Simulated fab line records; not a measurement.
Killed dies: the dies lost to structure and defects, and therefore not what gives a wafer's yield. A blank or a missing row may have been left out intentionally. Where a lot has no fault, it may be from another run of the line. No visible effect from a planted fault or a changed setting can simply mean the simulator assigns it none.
What tool caused it? :: flow nand_harc :: 24 lots, 72 wafers sampled, at 6 steps of a route of 1302

## WHAT THE GAUGES READ, wafer by wafer
NHARC_P_CONTACT_INSPECT_14.
lot: L074
measured: day 6 01:46
on: defect_inspect-01
raw_defect_count: 8 7 10

lot: L076
measured: day 6 13:26
on: defect_inspect-01
raw_defect_count: 3 3 5

lot: L075
measured: day 6 13:54
on: defect_inspect-01
raw_defect_count: 5 4 2

lot: L077
measured: day 7 03:50
on: defect_inspect-02
raw_defect_count: 5 4 3

lot: L078
measured: day 7 17:29
on: defect_inspect-01
raw_defect_count: 7 5 3

lot: L079
measured: day 7 22:40
on: defect_inspect-02
raw_defect_count: 6 3 6

lot: L081
measured: day 8 14:39
on: defect_inspect-01
raw_defect_count: 2 2 1

lot: L080
measured: day 8 15:16
on: defect_inspect-01
raw_defect_count: 3 5 4

lot: L082
measured: day 9 12:32
on: defect_inspect-02
raw_defect_count: 3 6 1

lot: L083
measured: day 9 13:58
on: defect_inspect-02
raw_defect_count: 7 5 3

lot: L084
measured: day 10 05:18
on: defect_inspect-02
raw_defect_count: 2 5 7

lot: L085
measured: day 10 09:19
on: defect_inspect-01
raw_defect_count: 4 6 4

lot: L086
measured: day 10 19:49
on: defect_inspect-01
raw_defect_count: 2 1 2

lot: L088
measured: day 12 02:29
on: defect_inspect-02
raw_defect_count: 8 2 5

lot: L087
measured: day 12 02:56
on: defect_inspect-02
raw_defect_count: 3 1 1

lot: L089
measured: day 12 11:43
on: defect_inspect-02
raw_defect_count: 3 2 1

lot: L090
measured: day 12 17:04
on: defect_inspect-01
raw_defect_count: 5 4 7

lot: L091
measured: day 13 05:49
on: defect_inspect-01
raw_defect_count: 6 5 6

lot: L092
measured: day 13 10:43
on: defect_inspect-01
raw_defect_count: 5 4 5

lot: L093
measured: day 13 20:31
on: defect_inspect-02
raw_defect_count: 3 3 5

lot: L094
measured: day 14 08:50
on: defect_inspect-01
raw_defect_count: 1 7 9

lot: L095
measured: day 14 19:05
on: defect_inspect-01
raw_defect_count: 6 4 1

lot: L096
measured: day 15 04:17
on: defect_inspect-02
raw_defect_count: 2 2 5

lot: L097
measured: day 15 10:52
on: defect_inspect-01
raw_defect_count: 4 7 8

NHARC_P_M0_THK_MEAS_24: measures by xrf.
lot: L074
measured: day 6 08:11
on: film_metro-02
thk_nm (nm): 117.8 116.2 116.7

lot: L076
measured: day 6 20:02
on: film_metro-02
thk_nm (nm): 117.1 117.5 116.5

lot: L075
measured: day 6 20:43
on: film_metro-01
thk_nm (nm): 120.2 118.0 118.4

lot: L077
measured: day 7 10:16
on: film_metro-01
thk_nm (nm): 117.2 116.7 118.0

lot: L078
measured: day 8 00:24
on: film_metro-01
thk_nm (nm): 117.9 118.3 119.6

lot: L079
measured: day 8 05:14
on: film_metro-01
thk_nm (nm): 116.7 114.1 114.5

lot: L081
measured: day 8 21:14
on: film_metro-01
thk_nm (nm): 117.1 117.1 119.2

lot: L080
measured: day 8 22:00
on: film_metro-02
thk_nm (nm): 115.0 117.7 117.3

lot: L082
measured: day 9 19:00
on: film_metro-02
thk_nm (nm): 119.3 119.7 121.4

lot: L083
measured: day 9 20:25
on: film_metro-02
thk_nm (nm): 120.4 121.7 119.8

lot: L084
measured: day 10 11:46
on: film_metro-01
thk_nm (nm): 121.7 119.3 120.6

lot: L085
measured: day 10 15:43
on: film_metro-01
thk_nm (nm): 120.3 118.3 118.9

lot: L086
measured: day 11 02:22
on: film_metro-02
thk_nm (nm): 118.6 116.9 119.4

lot: L088
measured: day 12 09:01
on: film_metro-02
thk_nm (nm): 117.5 115.8 116.6

lot: L087
measured: day 12 10:13
on: film_metro-02
thk_nm (nm): 115.9 115.1 113.7

lot: L089
measured: day 12 18:28
on: film_metro-02
thk_nm (nm): 118.7 116.5 119.3

lot: L090
measured: day 12 23:47
on: film_metro-01
thk_nm (nm): 117.8 119.1 118.7

lot: L091
measured: day 13 12:22
on: film_metro-01
thk_nm (nm): 115.3 115.9 120.6

lot: L092
measured: day 13 17:20
on: film_metro-02
thk_nm (nm): 119.2 115.5 118.9

lot: L093
measured: day 14 03:06
on: film_metro-02
thk_nm (nm): 121.7 117.0 119.1

lot: L094
measured: day 14 15:22
on: film_metro-01
thk_nm (nm): 115.7 117.2 117.8

lot: L095
measured: day 15 01:38
on: film_metro-02
thk_nm (nm): 120.9 119.5 118.9

lot: L096
measured: day 15 10:50
on: film_metro-01
thk_nm (nm): 115.2 115.7 116.5

lot: L097
measured: day 15 17:40
on: film_metro-02
thk_nm (nm): 117.2 115.8 115.3

NHARC_A_ONON_D1_THK_MEAS_24: measures by ellipsometry.
lot: L074
measured: day 8 07:08
on: film_metro-02
thk_nm (nm): 985 987 985

lot: L076
measured: day 8 23:26
on: film_metro-02
thk_nm (nm): 1009 1010 1010

lot: L075
measured: day 8 23:07
on: film_metro-02
thk_nm (nm): 1004 1005 1005

lot: L077
measured: day 9 13:46
on: film_metro-02
thk_nm (nm): 1011 1012 1011

lot: L078
measured: day 10 02:17
on: film_metro-02
thk_nm (nm): 988 990 989

lot: L079
measured: day 10 02:12
on: film_metro-01
thk_nm (nm): 990 990 990

lot: L081
measured: day 11 03:01
on: film_metro-01
thk_nm (nm): 993 992 993

lot: L080
measured: day 11 03:01
on: film_metro-02
thk_nm (nm): 998 999 998

lot: L082
measured: day 11 20:34
on: film_metro-01
thk_nm (nm): 990 990 990

lot: L083
measured: day 11 20:34
on: film_metro-02
thk_nm (nm): 1006 1006 1004

lot: L084
measured: day 12 13:00
on: film_metro-01
thk_nm (nm): 994 994 994

lot: L085
measured: day 12 18:37
on: film_metro-01
thk_nm (nm): 1017 1014 1013

lot: L086
measured: day 13 02:50
on: film_metro-02
thk_nm (nm): 1004 1007 1005

lot: L088
measured: day 14 09:52
on: film_metro-02
thk_nm (nm): 1013 1013 1013

lot: L087
measured: day 14 09:44
on: film_metro-02
thk_nm (nm): 977 978 979

lot: L089
measured: day 14 18:28
on: film_metro-02
thk_nm (nm): 1008 1009 1006

lot: L090
measured: day 15 01:43
on: film_metro-01
thk_nm (nm): 1001 1002 1001

lot: L091
measured: day 15 13:00
on: film_metro-01
thk_nm (nm): 1012 1013 1012

lot: L092
measured: day 15 20:55
on: film_metro-02
thk_nm (nm): 1011 1012 1010

lot: L093
measured: day 16 04:42
on: film_metro-01
thk_nm (nm): 997 996 996

lot: L094
measured: day 16 22:39
on: film_metro-01
thk_nm (nm): 1015 1013 1014

lot: L095
measured: day 17 02:06
on: film_metro-01
thk_nm (nm): 998 998 999

lot: L096
measured: day 17 12:29
on: film_metro-01
thk_nm (nm): 990 989 988

lot: L097
measured: day 17 19:02
on: film_metro-02
thk_nm (nm): 991 992 992

## WHICH TOOL RAN EACH LOT (tool, then ch and the chambers of the sampled wafers, then the start)
lot: L074
NHARC_P_CONTACT_DEGAS_38: pvd_sputter-02, day 6 03:26
NHARC_P_M1_ANNEAL_31: rtp_anneal-02 ch 0, day 6 11:42
NHARC_P_M2_PVD_20: pvd_sputter-03, day 8 07:08 or earlier

lot: L076
NHARC_P_CONTACT_DEGAS_38: pvd_sputter-01, day 6 15:05
NHARC_P_M1_ANNEAL_31: rtp_anneal-01 ch 0, day 6 23:28
NHARC_P_M2_PVD_20: pvd_sputter-01, day 8 23:26 or earlier

lot: L075
NHARC_P_CONTACT_DEGAS_38: pvd_sputter-03, day 6 15:32
NHARC_P_M1_ANNEAL_31: rtp_anneal-01 ch 0, day 7 00:14
NHARC_P_M2_PVD_20: pvd_sputter-03, day 8 23:07 or earlier

lot: L077
NHARC_P_CONTACT_DEGAS_38: pvd_sputter-01, day 7 05:29
NHARC_P_M1_ANNEAL_31: rtp_anneal-01 ch 0, day 7 13:46
NHARC_P_M2_PVD_20: pvd_sputter-02, day 9 13:46 or earlier

lot: L078
NHARC_P_CONTACT_DEGAS_38: pvd_sputter-02, day 7 19:32
NHARC_P_M1_ANNEAL_31: rtp_anneal-02 ch 0, day 8 03:51
NHARC_P_M2_PVD_20: pvd_sputter-01, day 10 02:17 or earlier

lot: L079
NHARC_P_CONTACT_DEGAS_38: pvd_sputter-01, day 8 00:20
NHARC_P_M1_ANNEAL_31: rtp_anneal-02 ch 0, day 8 08:49
NHARC_P_M2_PVD_20: pvd_sputter-02, day 10 02:12 or earlier

lot: L081
NHARC_P_CONTACT_DEGAS_38: pvd_sputter-02, day 8 16:20
NHARC_P_M1_ANNEAL_31: rtp_anneal-02 ch 0, day 9 00:43
NHARC_P_M2_PVD_20: pvd_sputter-01, day 11 03:01 or earlier

lot: L080
NHARC_P_CONTACT_DEGAS_38: pvd_sputter-02, day 8 17:05
NHARC_P_M1_ANNEAL_31: rtp_anneal-02 ch 0, day 9 01:35
NHARC_P_M2_PVD_20: pvd_sputter-03, day 11 03:01 or earlier

lot: L082
NHARC_P_CONTACT_DEGAS_38: pvd_sputter-02, day 9 14:12
NHARC_P_M1_ANNEAL_31: rtp_anneal-01 ch 0, day 9 22:25
NHARC_P_M2_PVD_20: pvd_sputter-03, day 11 20:34 or earlier

lot: L083
NHARC_P_CONTACT_DEGAS_38: pvd_sputter-03, day 9 15:37
NHARC_P_M1_ANNEAL_31: rtp_anneal-01 ch 0, day 9 23:59
NHARC_P_M2_PVD_20: pvd_sputter-02, day 11 20:34 or earlier

lot: L084
NHARC_P_CONTACT_DEGAS_38: pvd_sputter-02, day 10 06:56
NHARC_P_M1_ANNEAL_31: rtp_anneal-01 ch 0, day 10 15:16
NHARC_P_M2_PVD_20: pvd_sputter-02, day 12 13:00 or earlier

lot: L085
NHARC_P_CONTACT_DEGAS_38: pvd_sputter-02, day 10 10:58
NHARC_P_M1_ANNEAL_31: rtp_anneal-02 ch 0, day 10 19:13
NHARC_P_M2_PVD_20: pvd_sputter-01, day 12 18:37 or earlier

lot: L086
NHARC_P_CONTACT_DEGAS_38: pvd_sputter-02, day 10 21:28
NHARC_P_M1_ANNEAL_31: rtp_anneal-02 ch 0, day 11 06:07
NHARC_P_M2_PVD_20: pvd_sputter-03, day 13 02:50 or earlier

lot: L088
NHARC_P_CONTACT_DEGAS_38: pvd_sputter-01, day 12 04:08
NHARC_P_M1_ANNEAL_31: rtp_anneal-02 ch 0, day 12 12:50
NHARC_P_M2_PVD_20: pvd_sputter-02, day 14 09:52 or earlier

lot: L087
NHARC_P_CONTACT_DEGAS_38: pvd_sputter-03, day 12 04:46
NHARC_P_M1_ANNEAL_31: rtp_anneal-02 ch 0, day 12 14:02
NHARC_P_M2_PVD_20: pvd_sputter-03, day 14 09:44 or earlier

lot: L089
NHARC_P_CONTACT_DEGAS_38: pvd_sputter-02, day 12 13:32
NHARC_P_M1_ANNEAL_31: rtp_anneal-02 ch 0, day 12 22:03
NHARC_P_M2_PVD_20: pvd_sputter-01, day 14 18:28 or earlier

lot: L090
NHARC_P_CONTACT_DEGAS_38: pvd_sputter-01, day 12 18:52
NHARC_P_M1_ANNEAL_31: rtp_anneal-01 ch 0, day 13 03:20
NHARC_P_M2_PVD_20: pvd_sputter-03, day 15 01:43 or earlier

lot: L091
NHARC_P_CONTACT_DEGAS_38: pvd_sputter-01, day 13 07:29
NHARC_P_M1_ANNEAL_31: rtp_anneal-01 ch 0, day 13 15:49
NHARC_P_M2_PVD_20: pvd_sputter-03, day 15 13:00 or earlier

lot: L092
NHARC_P_CONTACT_DEGAS_38: pvd_sputter-01, day 13 12:25
NHARC_P_M1_ANNEAL_31: rtp_anneal-01 ch 0, day 13 20:49
NHARC_P_M2_PVD_20: pvd_sputter-01, day 15 20:55 or earlier

lot: L093
NHARC_P_CONTACT_DEGAS_38: pvd_sputter-01, day 13 22:12
NHARC_P_M1_ANNEAL_31: rtp_anneal-02 ch 0, day 14 06:41
NHARC_P_M2_PVD_20: pvd_sputter-01, day 16 04:42 or earlier

lot: L094
NHARC_P_CONTACT_DEGAS_38: pvd_sputter-02, day 14 10:29
NHARC_P_M1_ANNEAL_31: rtp_anneal-01 ch 0, day 14 18:58
NHARC_P_M2_PVD_20: pvd_sputter-01, day 16 22:39 or earlier

lot: L095
NHARC_P_CONTACT_DEGAS_38: pvd_sputter-02, day 14 20:44
NHARC_P_M1_ANNEAL_31: rtp_anneal-01 ch 0, day 15 05:19
NHARC_P_M2_PVD_20: pvd_sputter-01, day 17 02:06 or earlier

lot: L096
NHARC_P_CONTACT_DEGAS_38: pvd_sputter-03, day 15 05:56
NHARC_P_M1_ANNEAL_31: rtp_anneal-02 ch 0, day 15 14:35
NHARC_P_M2_PVD_20: pvd_sputter-01, day 17 12:29 or earlier

lot: L097
NHARC_P_CONTACT_DEGAS_38: pvd_sputter-01, day 15 12:31
NHARC_P_M1_ANNEAL_31: rtp_anneal-02 ch 0, day 15 21:14
NHARC_P_M2_PVD_20: pvd_sputter-01, day 17 19:02 or earlier
- NHARC_P_CONTACT_DEGAS_38: time 60 s.
- NHARC_P_M1_ANNEAL_31: time 90 s.
- NHARC_P_M2_PVD_20: deposits TaN, target thk 5 nm, time 8.06 s.

## WHAT THE TOOLS THEMSELVES READ (means of the sampled wafers that have a number; where no wafer has one, the mark that the record gives instead)
NHARC_P_CONTACT_DEGAS_38.
lot: L074
tool: pvd_sputter-02
heater_power_w (W): 459

lot: L076
tool: pvd_sputter-01
heater_power_w (W): 484

lot: L075
tool: pvd_sputter-03
heater_power_w (W): 457

lot: L077
tool: pvd_sputter-01
heater_power_w (W): 468

lot: L078
tool: pvd_sputter-02
heater_power_w (W): 438

lot: L079
tool: pvd_sputter-01
heater_power_w (W): 455

lot: L081
tool: pvd_sputter-02
heater_power_w (W): 467

lot: L080
tool: pvd_sputter-02
heater_power_w (W): 464

lot: L082
tool: pvd_sputter-02
heater_power_w (W): 476

lot: L083
tool: pvd_sputter-03
heater_power_w (W): 457

lot: L084
tool: pvd_sputter-02
heater_power_w (W): 417

lot: L085
tool: pvd_sputter-02
heater_power_w (W): 416

lot: L086
tool: pvd_sputter-02
heater_power_w (W): 459

lot: L088
tool: pvd_sputter-01
heater_power_w (W): 461

lot: L087
tool: pvd_sputter-03
heater_power_w (W): 462

lot: L089
tool: pvd_sputter-02
heater_power_w (W): 480

lot: L090
tool: pvd_sputter-01
heater_power_w (W): 472

lot: L091
tool: pvd_sputter-01
heater_power_w (W): 465

lot: L092
tool: pvd_sputter-01
heater_power_w (W): 462

lot: L093
tool: pvd_sputter-01
heater_power_w (W): 480

lot: L094
tool: pvd_sputter-02
heater_power_w (W): 437

lot: L095
tool: pvd_sputter-02
heater_power_w (W): 489

lot: L096
tool: pvd_sputter-03
heater_power_w (W): 484

lot: L097
tool: pvd_sputter-01
heater_power_w (W): 481

NHARC_P_M1_ANNEAL_31.
lot: L074
tool: rtp_anneal-02
wafer_temp_C_max: 226.9

lot: L076
tool: rtp_anneal-01
wafer_temp_C_max: 226.9

lot: L075
tool: rtp_anneal-01
wafer_temp_C_max: 227.2

lot: L077
tool: rtp_anneal-01
wafer_temp_C_max: 227.2

lot: L078
tool: rtp_anneal-02
wafer_temp_C_max: 226.9

lot: L079
tool: rtp_anneal-02
wafer_temp_C_max: 226.7

lot: L081
tool: rtp_anneal-02
wafer_temp_C_max: 227.2

lot: L080
tool: rtp_anneal-02
wafer_temp_C_max: 226.5

lot: L082
tool: rtp_anneal-01
wafer_temp_C_max: 227.1

lot: L083
tool: rtp_anneal-01
wafer_temp_C_max: 227.1

lot: L084
tool: rtp_anneal-01
wafer_temp_C_max: 226.7

lot: L085
tool: rtp_anneal-02
wafer_temp_C_max: 226.7

lot: L086
tool: rtp_anneal-02
wafer_temp_C_max: 226.9

lot: L088
tool: rtp_anneal-02
wafer_temp_C_max: 226.9

lot: L087
tool: rtp_anneal-02
wafer_temp_C_max: 226.7

lot: L089
tool: rtp_anneal-02
wafer_temp_C_max: 227.1

lot: L090
tool: rtp_anneal-01
wafer_temp_C_max: 226.8

lot: L091
tool: rtp_anneal-01
wafer_temp_C_max: 226.7

lot: L092
tool: rtp_anneal-01
wafer_temp_C_max: 226.7

lot: L093
tool: rtp_anneal-02
wafer_temp_C_max: 227.0

lot: L094
tool: rtp_anneal-01
wafer_temp_C_max: 227.0

lot: L095
tool: rtp_anneal-01
wafer_temp_C_max: 226.9

lot: L096
tool: rtp_anneal-02
wafer_temp_C_max: 226.9

lot: L097
tool: rtp_anneal-02
wafer_temp_C_max: 227.1

NHARC_P_M2_PVD_20.
lot: L074
tool: pvd_sputter-03
throttle_valve_pct (%): 28.3

lot: L076
tool: pvd_sputter-01
throttle_valve_pct (%): 29.1

lot: L075
tool: pvd_sputter-03
throttle_valve_pct (%): 30.4

lot: L077
tool: pvd_sputter-02
throttle_valve_pct (%): 29.3

lot: L078
tool: pvd_sputter-01
throttle_valve_pct (%): 29.3

lot: L079
tool: pvd_sputter-02
throttle_valve_pct (%): 29.8

lot: L081
tool: pvd_sputter-01
throttle_valve_pct (%): 27.7

lot: L080
tool: pvd_sputter-03
throttle_valve_pct (%): 30.7

lot: L082
tool: pvd_sputter-03
throttle_valve_pct (%): 31.2

lot: L083
tool: pvd_sputter-02
throttle_valve_pct (%): 29.2

lot: L084
tool: pvd_sputter-02
throttle_valve_pct (%): 28.8

lot: L085
tool: pvd_sputter-01
throttle_valve_pct (%): 28.9

lot: L086
tool: pvd_sputter-03
throttle_valve_pct (%): 30.2

lot: L088
tool: pvd_sputter-02
throttle_valve_pct (%): 30.4

lot: L087
tool: pvd_sputter-03
throttle_valve_pct (%): 29.6

lot: L089
tool: pvd_sputter-01
throttle_valve_pct (%): 28.3

lot: L090
tool: pvd_sputter-03
throttle_valve_pct (%): 29.6

lot: L091
tool: pvd_sputter-03
throttle_valve_pct (%): 30.3

lot: L092
tool: pvd_sputter-01
throttle_valve_pct (%): 28.7

lot: L093
tool: pvd_sputter-01
throttle_valve_pct (%): 28.1

lot: L094
tool: pvd_sputter-01
throttle_valve_pct (%): 30.3

lot: L095
tool: pvd_sputter-01
throttle_valve_pct (%): 29.1

lot: L096
tool: pvd_sputter-01
throttle_valve_pct (%): 28.1

lot: L097
tool: pvd_sputter-01
throttle_valve_pct (%): 28.3

## THE ANSWER, worked out from the rows above alone
Rule: the usual values come from the lots themselves. The widest of any qualifying gaps counts: lots, ordered by their means at a reading, are off when they make up no more than a third of the lots, leave a main group of 4 or more, and stand apart from it by 3 or more times the standard deviation of that group's means. If all means in a main group match to the digits the tables above print for the reading, that group is not used. A lot without any number at a reading at which 4 lots or more have one is off too. Where the step has rows for the other lots, those lots are counted as sound. First the gauges in route order, then the tools' own readings, where a lot's mean is used as printed above. The first step at which some lot is off is used, and at that step the reading that is off furthest; a lot without a number counts as furthest.
No lot is off at any reading shown: from this, nothing can be told.

## WHAT WAS PUT IN BY THE SIMULATOR
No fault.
